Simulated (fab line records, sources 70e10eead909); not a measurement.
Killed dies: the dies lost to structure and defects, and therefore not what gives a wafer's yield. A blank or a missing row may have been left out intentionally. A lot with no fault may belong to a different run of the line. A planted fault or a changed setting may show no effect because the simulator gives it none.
Matching of chambers    flow nand-harc    NHARC_A_M1_STRIP_18 on rie-diel-06 has 4 sister chambers
The step strips in N2/H2. 8 wafers are shown with their chamber, then 7 later ones without.

== WAFERS WITH THEIR CHAMBER ==
wafer   chamber  drypump-motor-current-A (A)  oes-product-au (a.u.)
L833.2  3        5.4                          0.989
L833.3  1        6.3                          0.997
L833.6  1        6.2                          1.007
L834.1  0        5.7                          1.019
L834.3  3        5.3                          1.003
L834.5  2        5.7                          1.011
L836.2  2        5.7                          1.016
L836.3  0        5.7                          1.002

== WAFERS WITH NO CHAMBER GIVEN ==
wafer   drypump-motor-current-A (A)  oes-product-au (a.u.)
L836.4  5.4                          0.997
L835.1  5.7                          1.016
L835.2  5.7                          1.015
L835.6  5.7                          1.007
L844.1  6.3                          0.996
L844.2  5.7                          0.984
L844.3  5.7                          1.012

== THE CHAMBER EACH PASSED THROUGH ==
wafer   from the rows above      in truth
L836.4  3                        3
L835.1  can't be placed: 2 or 0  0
L835.2  can't be placed: 2 or 0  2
L835.6  can't be placed: 0 or 2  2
L844.1  1                        1
L844.2  can't be placed: 0 or 2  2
L844.3  can't be placed: 0 or 2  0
Correct placement for 2 of the 7. Can't be placed from these rows: 5 (the true chamber is among the candidates in 5). Wrongly placed: 0.
How it was worked out, from the rows above alone: a wafer's distance from a chamber is the root of the sum, over the readings, of the square of ((its reading less the chamber's mean) divided by the reading's scatter). If the next closest chamber is less than 2 further off than the closest, the wafer can't be placed; otherwise it belongs to the closest. A chamber's mean is the mean of its shown wafers. The scatter: take each reading less its chamber's mean, square it, sum over the shown wafers, divide by the number of wafers less the number of chambers, and take the root.
